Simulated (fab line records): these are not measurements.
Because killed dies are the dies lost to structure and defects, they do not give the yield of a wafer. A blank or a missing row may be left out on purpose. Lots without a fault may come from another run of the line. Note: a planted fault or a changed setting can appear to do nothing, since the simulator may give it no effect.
fab line records ; flow n5-finfet ; part 1 of 2: steps 1 to 28 of 33
record: lots: 5; wafers: 15; last-day: 16
route steps=1938 shown SD_EPI_N@279 SD_EPI_P@295
lots that met no fault: taken from a fault-free run of the same line
start-h: the number of hours between the record's first day and the start of the first shown wafer of the lot ; wait-h: hours from the lot's prior step to this one ; " unchanged from the row above ; L1.1+2: a single row standing in for several wafers ; - no value present, or no start provided ; * or withheld: withheld ; < > ~ a bound
route shown NAME@n: names a module that has steps shown in the file, with the first one's number in the route ; usual: average and standard deviation across the fault-free wafers ; same: alike in all rows ; chamber/n: place in a boat ; sites: readings site by site ; _std_site: standard deviation across them ; _edge_site: inner sites' mean taken away from outer sites' mean ; radius-mm: how far each site lies from the wafer's centre ; mask NAME#n: copy n ; behind: the tool/chamber that last shaped the wafer ; hold: reason for holding the lot/hours on hold/outcome of the hold ; device: names the non-switching transistor (n, p or np) ; end of line: tests run on the same wafers once the route is complete ; step lacking rows: just its recipe ; killed: dies lost to structure and defects at the first sort, not the wafer's yield ; map: dies across one wafer; x = killed, . = not, _ = none there
set.NAME: the setting that was run; set.NAME@STEP: the one run at that earlier step ; model.NAME: the simulator's own value behind a step, which no gauge read
a table for each step, a row for each wafer; lots at some steps of the route
services: the hour from which a tool's chamber was out of use, counted from the record's first day as start-h (under 0 if before that day), plus the number of hours and why
== steps ==
step: N5_SD_EPI_N_ETCH_16
recipe: chemistry: CHF3/O2; target: SiO2; target-depth-a: 50; mask-material: SOC; pressure-mtorr: 30; source-w: 650; bias-w: 170; Ar_flow_sccm: 200; CHF3_flow_sccm: 50; O2_flow_sccm: 5; ion-energy-ev: 200
usual: drypump-motor-current-A: 5.5/0.5; oes_f_703_au: 0.76/0.081; oes-product-au: 0.76/0.085; rf-vpp-V: 530/8.7; showerhead-plenum-p-Torr: 2.40/0.073; throttle-valve-pct: 18.95/0.25
lot.wafer;tool;chamber;start-h;wait-h;drypump-motor-current-A;oes_f_703_au;oes-product-au;rf-hours-counter-h;rf-vpp-V;showerhead-plenum-p-Torr;throttle-valve-pct
L075.2;rie-diel-02;3;56.34;0.1;5.3;0.70;0.71;239;527;2.28;19.04
L075.3;rie-diel-02;2;56.34;0.1;5.1;0.93;0.91;14;518;2.36;18.60
L075.5;rie-diel-02;0;56.34;0.1;5.1;0.74;0.74;-;525;2.32;19.41
L085.1;rie-diel-03;1;116.81;0.1;5.3;0.85;0.86;54;540;2.35;18.58
L085.3;rie-diel-03;0;116.81;0.1;6.1;0.92;0.94;10;541;2.37;19.10
L085.5;rie-diel-03;2;116.81;0.1;5.9;0.72;0.73;-;549;2.38;18.83
L089.4;rie-diel-04;3;141.73;0.0;6.1;0.69;0.69;-;524;2.36;18.91
L089.5;rie-diel-04;1;141.73;0.0;6.0;0.74;0.74;-;540;2.50;19.30
L089.6;rie-diel-04;0;141.73;0.0;5.0;0.69;0.69;-;530;2.36;19.02
L091.3;rie-diel-02;3;150.32;0.1;5.3;0.92;0.95;17;535;2.56;18.69
L091.4;rie-diel-02;1;150.32;0.1;6.4;0.68;0.68;244;524;2.37;18.64
L091.5;rie-diel-02;3;150.32;0.1;5.3;0.92;0.94;-;537;2.56;18.70
L094.1;rie-diel-04;1;172.49;0.1;6.0;0.72;0.72;195;539;2.50;19.32
L094.2;rie-diel-04;0;172.49;0.1;5.0;0.68;0.68;257;532;2.35;19.06
L094.5;rie-diel-04;0;172.49;0.1;5.0;0.68;0.68;-;531;2.35;19.04
step: N5_SD_EPI_N_STRIP_47
recipe: chemistry: CHF3/O2; resist: SiARC; rf-frequency-hz: 6e+07
lot.wafer;tool;chamber;start-h;wait-h
L075.2+3+5;rie-diel-02;3,2,0;56.38;0.0
L085.1+3+5;rie-diel-03;1,0,2;116.85;0.0
L089.4+5+6;rie-diel-04;3,1,0;141.76;0.0
L091.3+4+5;rie-diel-02;3,1,3;150.36;0.0
L094.1+2+5;rie-diel-04;1,0,0;172.53;0.0
step: N5_SD_EPI_N_SD_RECESS_17
recipe: chemistry: HBr/Cl2/O2; target-depth-a: 410; mask-material: SOC; time-s: 23.7; bt-time-s: 3; pressure-mtorr: 10; icp-w: 800; bias-w: 112; HBr_flow_sccm: 150; Cl2_flow_sccm: 80; O2_flow_sccm: 12
usual: HBr_flow_sccm: 149.9/0.42; drypump-motor-current-A: 5.7/0.42; he-backside-leak-sccm: 2.7/0.36; oes-product-au: 0.999/0.019; throttle-valve-pct: 37.1/0.38
lot.wafer;tool;chamber;start-h;wait-h;HBr_flow_sccm;drypump-motor-current-A;he-backside-leak-sccm;oes-product-au;rf-hours-counter-h;throttle-valve-pct
L075.2;rie-si-03;2;56.41;0.0;150.3;6.0;2.6;1.011;3;36.8
L075.3;rie-si-03;1;56.41;0.0;149.9;5.0;3.3;0.990;100;37.1
L075.5;rie-si-03;1;56.41;0.0;150.1;5.0;3.2;0.991;-;37.1
L085.1;rie-si-02;1;116.88;0.0;150.5;6.2;2.3;1.007;113;36.7
L085.3;rie-si-02;2;116.88;0.0;150.9;4.9;2.7;1.005;76;37.4
L085.5;rie-si-02;3;116.88;0.0;149.5;5.6;2.4;1.021;-;36.5
L089.4;rie-si-02;1;141.78;0.0;150.1;6.2;2.5;1.002;113;36.7
L089.5;rie-si-02;0;141.78;0.0;149.6;5.3;2.8;0.976;-;37.2
L089.6;rie-si-02;3;141.78;0.0;149.9;5.7;2.4;1.022;-;36.6
L091.3;rie-si-04;1;150.39;0.0;149.5;5.8;2.5;0.976;50;37.4
L091.4;rie-si-04;1;150.39;0.0;149.6;5.9;2.6;0.969;-;37.3
L091.5;rie-si-04;0;150.39;0.0;150.1;6.0;2.5;0.980;-;37.3
L094.1;rie-si-04;3;172.57;0.0;150.3;5.9;2.3;0.975;0;36.7
L094.2;rie-si-04;1;172.57;0.0;150.1;5.8;2.7;0.964;51;37.3
L094.5;rie-si-04;0;172.57;0.0;150.1;6.0;2.5;0.987;-;37.3
step: N5_SD_EPI_N_STRIP_38
recipe: chemistry: N2/H2; power-w: 1000; temp-c: 250; h2-frac: 0.65; overash-fraction: 0.3; pressure-mtorr: withheld; n2-flow-sccm: 1750; h2-flow-sccm: 3250
usual: drypump-motor-current-A: 5.6/0.4; heater-power-w: 376/23; oes-product-au: 0.761/0.011
lot.wafer;tool;chamber;start-h;wait-h;drypump-motor-current-A;heater-power-w;oes-product-au;rf-hours-counter-h
L075.2;plasma-asher-02;1;56.50;0.1;5.4;374;0.777;33
L075.3;plasma-asher-02;1;56.50;0.1;5.4;350;0.761;-
L075.5;plasma-asher-02;0;56.50;0.1;5.6;377;0.766;-
L085.1;plasma-asher-01;1;116.98;0.1;6.2;404;0.773;89
L085.3;plasma-asher-01;0;116.98;0.1;5.1;354;0.765;-
L085.5;plasma-asher-01;0;116.98;0.1;5.1;355;0.752;-
L089.4;plasma-asher-02;1;141.90;0.1;5.4;351;0.757;-
L089.5;plasma-asher-02;0;141.90;0.1;5.6;372;0.739;-
L089.6;plasma-asher-02;1;141.90;0.1;5.4;353;0.763;-
L091.3;plasma-asher-01;0;150.51;0.1;5.1;361;0.789;-
L091.4;plasma-asher-01;1;150.51;0.1;6.1;411;0.766;-
L091.5;plasma-asher-01;1;150.51;0.1;6.1;410;0.780;-
L094.1;plasma-asher-02;0;172.67;0.1;5.6;383;0.761;56
L094.2;plasma-asher-02;1;172.67;0.1;5.4;359;0.763;56
L094.5;plasma-asher-02;1;172.67;0.1;5.4;350;0.745;-
step: N5_SD_EPI_N_WET_ETCH_43
recipe: chemistry: dHF; dilution: withheld; time-s: 14; target: SiO2; target-depth-a: 15; temp-c: 25
lot.wafer;tool;chamber;start-h;wait-h
L075.2+3+5;wet-bench-02;1,3,6;56.59;-
L085.1+3+5;wet-bench-03;7,1,6;117.07;-
L089.4+5+6;wet-bench-02;2,5,4;141.96;-
L091.3+4+5;wet-bench-02;5,3,2;150.57;-
L094.1+2+5;wet-bench-03;7,3,1;172.76;-
step: N5_SD_EPI_N_STRIP_18
recipe: chemistry: SPM; time-s: 750; temp-c: 130; h2so4-h2o2-vol-ratio: 4
lot.wafer;tool;chamber;start-h;wait-h
L075.2+3+5;wet-bench-02;1,3,6;56.60;0.0
L085.1+3+5;wet-bench-03;7,1,6;117.07;0.0
L089.4+5+6;wet-bench-02;2,5,4;141.97;0.0
L091.3+4+5;wet-bench-02;5,3,2;150.58;0.0
L094.1+2+5;wet-bench-03;7,3,1;172.76;0.0
step: N5_SD_EPI_N_SRD_20
recipe: dry: ipa-marangoni; do-ppb: 5; time-s: 30; temp-c: 23; rinse-liquid: diw
usual: do-ppb: 5.00/0.049
lot.wafer;tool;chamber;start-h;wait-h;do-ppb
L075.2;wet-bench-02;1;56.81;0.0;5.00
L075.3;wet-bench-02;3;56.81;0.0;4.92
L075.5;wet-bench-02;6;56.81;0.0;5.06
L085.1;wet-bench-03;7;117.30;0.0;5.03
L085.3;wet-bench-03;1;117.30;0.0;4.99
L085.5;wet-bench-03;6;117.30;0.0;5.02
L089.4;wet-bench-02;2;142.20;0.0;5.03
L089.5;wet-bench-02;5;142.20;0.0;4.98
L089.6;wet-bench-02;4;142.20;0.0;4.95
L091.3;wet-bench-02;5;150.81;0.0;4.98
L091.4;wet-bench-02;3;150.81;0.0;4.98
L091.5;wet-bench-02;2;150.81;0.0;4.96
L094.1;wet-bench-03;7;172.97;0.0;5.07
L094.2;wet-bench-03;3;172.97;0.0;4.94
L094.5;wet-bench-03;1;172.97;0.0;4.98
step: N5_SD_EPI_N_PRECLEAN_48
recipe: chemistry: NF3:NH3; afs-cycles: 2; temp-c: 30; time-s: 20; sublimation-temp-c: 180; sublimation-time-s: 60; pressure-torr: 3; rf-power-w: 30
usual: sublimation-temp-c: 179.99/0.15
lot.wafer;tool;chamber;start-h;wait-h;sublimation-temp-c
L075.2;epi-rpcvd-03;0;56.92;0.1;180.17
L075.3;epi-rpcvd-03;0;56.92;0.1;180.08
L075.5;epi-rpcvd-03;0;56.92;0.1;179.92
L085.1;epi-rpcvd-03;0;117.35;0.0;179.67
L085.3;epi-rpcvd-03;0;117.35;0.0;179.54
L085.5;epi-rpcvd-03;0;117.35;0.0;179.70
L089.4;epi-rpcvd-01;0;142.49;0.3;180.07
L089.5;epi-rpcvd-01;0;142.49;0.3;180.35
L089.6;epi-rpcvd-01;0;142.49;0.3;179.83
L091.3;epi-rpcvd-01;0;150.98;0.2;180.14
L091.4;epi-rpcvd-01;0;150.98;0.2;180.14
L091.5;epi-rpcvd-01;0;150.98;0.2;180.04
L094.1;epi-rpcvd-01;0;173.02;0.0;180.03
L094.2;epi-rpcvd-01;0;173.02;0.0;180.03
L094.5;epi-rpcvd-01;0;173.02;0.0;180.05
step: N5_SD_EPI_N_VAPOR_ETCH_50
recipe: chemistry: HCl; target: Si; temp-c: 775; time-s: 54; pressure-torr: 20; mode: isotropic
usual: throttle-valve-pct: 11.89/0.3
lot.wafer;tool;chamber;start-h;wait-h;throttle-valve-pct
L075.2;epi-rpcvd-03;0;57.25;0.3;11.54
L075.3;epi-rpcvd-03;0;57.25;0.3;11.15
L075.5;epi-rpcvd-03;0;57.25;0.3;11.39
L085.1;epi-rpcvd-03;0;117.71;0.3;11.26
L085.3;epi-rpcvd-03;0;117.71;0.3;11.58
L085.5;epi-rpcvd-03;0;117.71;0.3;11.37
L089.4;epi-rpcvd-01;0;142.82;0.2;11.99
L089.5;epi-rpcvd-01;0;142.82;0.2;11.87
L089.6;epi-rpcvd-01;0;142.82;0.2;11.96
L091.3;epi-rpcvd-01;0;151.28;0.2;12.10
L091.4;epi-rpcvd-01;0;151.28;0.2;11.82
L091.5;epi-rpcvd-01;0;151.28;0.2;11.85
L094.1;epi-rpcvd-01;0;173.38;0.3;11.98
L094.2;epi-rpcvd-01;0;173.38;0.3;11.88
L094.5;epi-rpcvd-01;0;173.38;0.3;11.99
step: N5_SD_EPI_N_EPI_21
recipe: material: Si:P; dopant: P; temp-c: 680; pressure-torr: 255; time-s: 690
same: epi-growth-time-s: 690
lot.wafer;tool;chamber;start-h;wait-h
L075.2+3+5;epi-rpcvd-03;0;57.68;0.4
L085.1+3+5;epi-rpcvd-03;0;117.89;0.1
L089.4+5+6;epi-rpcvd-01;0;143.75;0.9
L091.3+4+5;epi-rpcvd-01;0;151.96;0.7
L094.1+2+5;epi-rpcvd-01;0;173.56;0.1
step: N5_SD_EPI_N_EPI_MEAS_23
recipe: mode: xrd
usual: thk-nm: 59.3/1.3
lot.wafer;tool;chamber;start-h;wait-h;thk-nm
L075.2;film-metro-01;-;59.13;1.2;62.1
L075.3;film-metro-01;-;59.13;1.2;60.4
L075.5;film-metro-01;-;59.13;1.2;61.0
L085.1;film-metro-01;-;119.61;1.4;57.6
L085.3;film-metro-01;-;119.61;1.4;59.0
L085.5;film-metro-01;-;119.61;1.4;58.5
L089.4;film-metro-02;-;144.63;0.6;60.0
L089.5;film-metro-02;-;144.63;0.6;59.8
L089.6;film-metro-02;-;144.63;0.6;60.5
L091.3;film-metro-01;-;153.14;0.9;58.0
L091.4;film-metro-01;-;153.14;0.9;58.5
L091.5;film-metro-01;-;153.14;0.9;58.0
L094.1;film-metro-01;-;175.28;1.4;59.7
L094.2;film-metro-01;-;175.28;1.4;59.9
L094.5;film-metro-01;-;175.28;1.4;59.4
step: N5_SD_EPI_N_PRECLEAN_24
recipe: chemistry: O3/DIW; time-s: 60; temp-c: 22; o3-ppm: 10
lot.wafer;tool;chamber;start-h;wait-h
L075.2+3+5;wet-bench-01;2,3,6;59.17;0.0
L085.1+3+5;wet-bench-03;1,5,0;119.64;0.0
L089.4+5+6;wet-bench-03;1,6,7;144.66;0.0
L091.3+4+5;wet-bench-01;2,1,7;153.17;0.0
L094.1+2+5;wet-bench-01;2,3,5;175.31;0.0
step: N5_SD_EPI_N_SRD_25
recipe: time-s: 30; temp-c: 23; rinse-liquid: diw; dry: ipa-marangoni
lot.wafer;tool;chamber;start-h;wait-h
L075.2+3+5;wet-bench-01;2,3,6;59.19;0.0
L085.1+3+5;wet-bench-03;1,5,0;119.66;0.0
L089.4+5+6;wet-bench-03;1,6,7;144.68;0.0
L091.3+4+5;wet-bench-01;2,1,7;153.19;0.0
L094.1+2+5;wet-bench-01;2,3,5;175.33;0.0
step: N5_SD_EPI_N_PRECLEAN_49
recipe: chemistry: NF3:NH3; afs-cycles: 1; temp-c: 30; time-s: 20; sublimation-temp-c: 180; sublimation-time-s: 60; pressure-torr: 3; rf-power-w: 30
usual: sublimation-temp-c: 180.01/0.15
lot.wafer;tool;chamber;start-h;wait-h;sublimation-temp-c
L075.2;remote-plasma-02;1;59.26;0.1;179.99
L075.3;remote-plasma-02;1;59.26;0.1;180.13
L075.5;remote-plasma-02;1;59.26;0.1;179.91
L085.1;remote-plasma-02;1;119.71;0.0;180.25
L085.3;remote-plasma-02;1;119.71;0.0;180.33
L085.5;remote-plasma-02;1;119.71;0.0;180.08
L089.4;remote-plasma-02;0;144.82;0.1;179.73
L089.5;remote-plasma-02;0;144.82;0.1;180.08
L089.6;remote-plasma-02;0;144.82;0.1;179.81
L091.3;remote-plasma-01;0;153.30;0.1;180.32
L091.4;remote-plasma-01;0;153.30;0.1;180.13
L091.5;remote-plasma-01;0;153.30;0.1;180.10
L094.1;remote-plasma-02;0;175.38;0.0;179.90
L094.2;remote-plasma-02;0;175.38;0.0;179.92
L094.5;remote-plasma-02;0;175.38;0.0;179.85
step: N5_SD_EPI_N_LINER_46
recipe: material: SiNx; target-thk-a: 30; temp-c: 400; ald-precursor-family: SiH2I2; ald-co-reactant: N2/H2-plasma; pressure-torr: 2
usual: heater-power-w: 859/120
lot.wafer;tool;chamber;start-h;wait-h;heater-power-w
L075.2;ald-sin-03;1;59.63;0.3;802
L075.3;ald-sin-03;3;59.63;0.3;1071
L075.5;ald-sin-03;3;59.63;0.3;1070
L085.1;ald-sin-01;2;119.97;0.2;1071
L085.3;ald-sin-01;0;119.97;0.2;869
L085.5;ald-sin-01;3;119.97;0.2;816
L089.4;ald-sin-03;1;144.95;0.1;795
L089.5;ald-sin-03;1;144.95;0.1;841
L089.6;ald-sin-03;0;144.95;0.1;891
L091.3;ald-sin-03;0;153.44;0.1;846
L091.4;ald-sin-03;1;153.44;0.1;820
L091.5;ald-sin-03;2;153.44;0.1;776
L094.1;ald-sin-03;3;175.58;0.2;1085
L094.2;ald-sin-03;0;175.58;0.2;886
L094.5;ald-sin-03;1;175.58;0.2;819
step: N5_SD_EPI_N_INSPECT_26
recipe: inspect-instrument: darkfield; mode: post-epi
usual: raw-defect-count: 208/40
lot.wafer;tool;chamber;start-h;wait-h;raw-defect-count
L075.2;defect-inspect-01;-;59.88;0.1;133
L075.3;defect-inspect-01;-;59.88;0.1;159
L075.5;defect-inspect-01;-;59.88;0.1;174
L085.1;defect-inspect-01;-;120.22;0.1;225
L085.3;defect-inspect-01;-;120.22;0.1;190
L085.5;defect-inspect-01;-;120.22;0.1;169
L089.4;defect-inspect-02;-;145.20;0.1;211
L089.5;defect-inspect-02;-;145.20;0.1;201
L089.6;defect-inspect-02;-;145.20;0.1;226
L091.3;defect-inspect-01;-;153.69;0.1;205
L091.4;defect-inspect-01;-;153.69;0.1;207
L091.5;defect-inspect-01;-;153.69;0.1;237
L094.1;defect-inspect-02;-;175.83;0.1;242
L094.2;defect-inspect-02;-;175.83;0.1;204
L094.5;defect-inspect-02;-;175.83;0.1;211
step: N5_SD_EPI_P_COAT_34
recipe: resist: SOC; temp-c: 250; time-s: 60; spin-rpm: 1500; resist-thk-nm: 350
lot.wafer;tool;chamber;start-h;wait-h
L075.2+3+5;litho-track-05;0;59.91;0.0
L085.1+3+5;litho-track-05;0;120.25;0.0
L089.4+5+6;litho-track-03;0;145.23;0.0
L091.3+4+5;litho-track-05;0;153.72;0.0
L094.1+2+5;litho-track-04;0;175.86;0.0
step: N5_SD_EPI_P_COAT_35
recipe: resist: SiARC; temp-c: 220; time-s: 60; spin-rpm: 1500; resist-thk-nm: 35
lot.wafer;tool;chamber;start-h;wait-h
L075.2+3+5;litho-track-05;0;-;-
L085.1+3+5;litho-track-05;0;-;-
L089.4+5+6;litho-track-03;0;-;-
L091.3+4+5;litho-track-05;0;-;-
L094.1+2+5;litho-track-04;0;-;-
step: N5_SD_EPI_P_COAT_03
recipe: resist: CAR-ArF-block; spin-rpm: 1500; resist-thk-nm: 150
lot.wafer;tool;chamber;start-h;wait-h
L075.2+3+5;litho-track-05;0;-;-
L085.1+3+5;litho-track-05;0;-;-
L089.4+5+6;litho-track-03;0;-;-
L091.3+4+5;litho-track-05;0;-;-
L094.1+2+5;litho-track-04;0;-;-
step: N5_SD_EPI_P_EBR_05
recipe: solvent: PGMEA; ebr-width-mm: 1.5
lot.wafer;tool;chamber;start-h;wait-h
L075.2+3+5;litho-track-05;0;-;-
L085.1+3+5;litho-track-05;0;-;-
L089.4+5+6;litho-track-03;0;-;-
L091.3+4+5;litho-track-05;0;-;-
L094.1+2+5;litho-track-04;0;-;-
step: N5_SD_EPI_P_SOFTBAKE_04
recipe: temp-c: 110; time-s: 60; resist: CAR-ArF-block
lot.wafer;tool;chamber;start-h;wait-h
L075.2+3+5;litho-track-05;0;-;-
L085.1+3+5;litho-track-05;0;-;-
L089.4+5+6;litho-track-03;0;-;-
L091.3+4+5;litho-track-05;0;-;-
L094.1+2+5;litho-track-04;0;-;-
step: N5_SD_EPI_P_EXPOSE_06
recipe: mask-id: SD_P_BLK; na: 1.35; source-shape: conventional; sigma-outer: 0.8; polarization: unpolarized; target-cd-nm: 240; dose-mj: 39.5
same: na: 1.35
lot.wafer;tool;chamber;start-h;wait-h;mask
L075.2+3+5;arfi-scanner-01;0;60.16;-;SD_P_BLK#0
L085.1+3+5;arfi-scanner-03;0;120.37;-;SD_P_BLK#0
L089.4+5+6;arfi-scanner-03;0;145.36;-;SD_P_BLK#0
L091.3+4+5;arfi-scanner-03;0;153.98;-;SD_P_BLK#0
L094.1+2+5;arfi-scanner-03;0;176.10;-;SD_P_BLK#0
step: N5_SD_EPI_P_PEB_07
recipe: peb-temp-c: 110; peb-time-s: 60; resist: CAR-ArF-block
lot.wafer;tool;chamber;start-h;wait-h
L075.2+3+5;litho-track-03;0;60.21;0.0
L085.1+3+5;litho-track-05;0;120.43;0.1
L089.4+5+6;litho-track-04;0;145.41;0.0
L091.3+4+5;litho-track-04;0;154.03;0.0
L094.1+2+5;litho-track-04;0;176.16;0.1
step: N5_SD_EPI_P_DEVELOP_08
recipe: develop-time-s: 30; developer: TMAH; resist: CAR-ArF-block; dev-temp-c: 23; rinse-liquid: diw; dry: air-spin
lot.wafer;tool;chamber;start-h;wait-h
L075.2+3+5;litho-track-03;0;-;-
L085.1+3+5;litho-track-05;0;-;-
L089.4+5+6;litho-track-04;0;-;-
L091.3+4+5;litho-track-04;0;-;-
L094.1+2+5;litho-track-04;0;-;-
step: N5_SD_EPI_P_CD_MEAS_09
recipe: target-cd-nm: 240; landing-energy-ev: 500; detector: se-inlens
usual: cd-nm: 240.2/0.75
lot.wafer;tool;chamber;start-h;wait-h;cd-nm
L075.2;cd-sem-02;0;60.28;-;238.8
L075.3;cd-sem-02;0;60.28;-;239.7
L075.5;cd-sem-02;0;60.28;-;239.1
L085.1;cd-sem-02;0;120.50;-;239.3
L085.3;cd-sem-02;0;120.50;-;240.9
L085.5;cd-sem-02;0;120.50;-;239.7
L089.4;cd-sem-03;0;145.47;-;241.2
L089.5;cd-sem-03;0;145.47;-;240.1
L089.6;cd-sem-03;0;145.47;-;240.6
L091.3;cd-sem-02;0;154.09;-;239.0
L091.4;cd-sem-02;0;154.09;-;238.9
L091.5;cd-sem-02;0;154.09;-;240.0
L094.1;cd-sem-02;0;176.23;-;240.8
L094.2;cd-sem-02;0;176.23;-;240.2
L094.5;cd-sem-02;0;176.23;-;240.0
step: N5_SD_EPI_P_OVL_MEAS_10
recipe: points-per-wafer: 44
usual: SD_P_BLK_OVL: 0.0/0.68
same: points-per-wafer: 44
lot.wafer;tool;chamber;start-h;wait-h;SD_P_BLK_OVL[nm]
L075.2;overlay-02;0;60.31;0.0;0.1
L075.3;overlay-02;0;60.31;0.0;0.3
L075.5;overlay-02;0;60.31;0.0;-0.3
L085.1;overlay-02;0;120.53;0.0;0.8
L085.3;overlay-02;0;120.53;0.0;0.6
L085.5;overlay-02;0;120.53;0.0;0.6
L089.4;overlay-01;0;145.50;0.0;0.2
L089.5;overlay-01;0;145.50;0.0;1.2
L089.6;overlay-01;0;145.50;0.0;-0.5
L091.3;overlay-02;0;154.12;0.0;0.6
L091.4;overlay-02;0;154.12;0.0;-0.1
L091.5;overlay-02;0;154.12;0.0;-0.2
L094.1;overlay-01;0;176.26;0.0;-0.7
L094.2;overlay-01;0;176.26;0.0;-1.8
L094.5;overlay-01;0;176.26;0.0;-0.3
step: N5_SD_EPI_P_INSPECT_11
recipe: mode: adi; inspect-instrument: macro
usual: raw-defect-count: 2.1/1.4
lot.wafer;tool;chamber;start-h;wait-h;raw-defect-count
L075.2;defect-inspect-01;-;60.33;0.0;3
L075.3;defect-inspect-01;-;60.33;0.0;1
L075.5;defect-inspect-01;-;60.33;0.0;2
L085.1;defect-inspect-01;-;120.55;0.0;2
L085.3;defect-inspect-01;-;120.55;0.0;1
L085.5;defect-inspect-01;-;120.55;0.0;2
L089.4;defect-inspect-01;-;145.53;0.0;1
L089.5;defect-inspect-01;-;145.53;0.0;2
L089.6;defect-inspect-01;-;145.53;0.0;1
L091.3;defect-inspect-01;-;154.15;0.0;3
L091.4;defect-inspect-01;-;154.15;0.0;2
L091.5;defect-inspect-01;-;154.15;0.0;3
L094.1;defect-inspect-02;-;176.28;0.0;0
L094.2;defect-inspect-02;-;176.28;0.0;2
L094.5;defect-inspect-02;-;176.28;0.0;3
step: N5_SD_EPI_P_DESCUM_14
recipe: chemistry: O2; time-s: 7.9; source-power-w: 50; bias-power-w: 20; pressure-mtorr: 20; rf-frequency-hz: 2.712e+07; temp-c: 40; resist: CAR-ArF-block; o2-flow-sccm: 225
usual: drypump-motor-current-A: 5.60/0.28; oes-product-au: 0.78/0.07; rf-vpp-V: 243.7/1.1; showerhead-plenum-p-Torr: 2.13/0.041; throttle-valve-pct: 20.38/0.22
lot.wafer;tool;chamber;start-h;wait-h;drypump-motor-current-A;oes-product-au;rf-hours-counter-h;rf-vpp-V;showerhead-plenum-p-Torr;throttle-valve-pct
L075.2;rie-diel-05;2;60.36;0.0;5.57;0.91;16;244.2;2.13;20.24
L075.3;rie-diel-05;1;60.36;0.0;5.31;0.85;54;243.0;2.13;20.19
L075.5;rie-diel-05;2;60.36;0.0;5.54;0.90;-;244.2;2.13;20.24
L085.1;rie-diel-05;1;120.59;0.0;5.26;0.83;70;244.1;2.12;20.19
L085.3;rie-diel-05;2;120.59;0.0;5.54;0.87;34;244.9;2.12;20.28
L085.5;rie-diel-05;0;120.59;0.0;6.04;0.77;-;245.3;2.19;20.27
L089.4;rie-diel-05;0;145.56;0.0;6.04;0.77;156;243.9;2.18;20.29
L089.5;rie-diel-05;0;145.56;0.0;6.03;0.77;-;244.4;2.18;20.28
L089.6;rie-diel-05;3;145.56;0.0;5.56;0.71;-;244.5;2.08;20.69
L091.3;rie-diel-05;1;154.25;0.1;5.28;0.81;79;243.4;2.12;20.20
L091.4;rie-diel-05;3;154.25;0.1;5.55;0.70;208;243.1;2.08;20.68
L091.5;rie-diel-05;1;154.25;0.1;5.30;0.81;-;243.7;2.12;20.21
L094.1;rie-diel-05;3;176.61;0.3;5.55;0.70;214;242.7;2.07;20.69
L094.2;rie-diel-05;1;176.61;0.3;5.27;0.81;85;243.1;2.12;20.22
L094.5;rie-diel-05;3;176.61;0.3;5.55;0.70;-;241.6;2.07;20.70
